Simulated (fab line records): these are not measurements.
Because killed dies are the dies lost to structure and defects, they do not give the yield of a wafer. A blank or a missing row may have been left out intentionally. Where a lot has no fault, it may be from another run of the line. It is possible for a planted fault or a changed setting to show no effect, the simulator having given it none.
Matching of chambers | flow n5-finfet | N5_BEOL_M6_CURE_75 on uv-cure-03: 3 sister chambers
The step cures SiCOH lowk, time 120 s. 3 wafers are shown with their chamber, then 9 later ones without.

WAFERS, EACH WITH ITS CHAMBER
wafer  | chamber | wafer_temp_C_max
L074.6 | 1       | 372.7
L083.6 | 0       | 372.8
L085.6 | 2       | 370.7

WAFERS WITH NO CHAMBER GIVEN
wafer  | wafer_temp_C_max
L087.1 | 371.0
L087.2 | 370.8
L087.5 | 370.9
L092.1 | 371.8
L092.2 | 371.7
L092.5 | 371.9
L091.1 | 371.5
L091.4 | 371.1
L091.5 | 371.2

EACH ONE'S CHAMBER
wafer  | from the rows above          | in truth
L087.1 | 2                            | 2
L087.2 | 2                            | 2
L087.5 | 2                            | 2
L092.1 | can't be placed: 1 or 0 or 2 | 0
L092.2 | can't be placed: 1 or 2 or 0 | 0
L092.5 | can't be placed: 1 or 0 or 2 | 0
L091.1 | can't be placed: 2 or 1 or 0 | 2
L091.4 | can't be placed: 2 or 1      | 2
L091.5 | can't be placed: 2 or 1 or 0 | 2
3 of 9 placed correctly. These rows do not allow placing 6 (true chamber among the candidates in 6). Wrongly placed: 0.
How it was worked out, from the rows above alone: a wafer's distance from a chamber is the root of the sum, over the readings, of the square of ((its reading less the chamber's mean) divided by the reading's scatter). The wafer belongs to the nearest chamber; if the next one is less than 2 further off, it can't be placed. For every chamber, the mean is computed from those of its wafers that are shown. The scatter (one wafer shown for each chamber): square how far every hidden wafer sits from the nearest shown wafer, average those squares and take the square root.
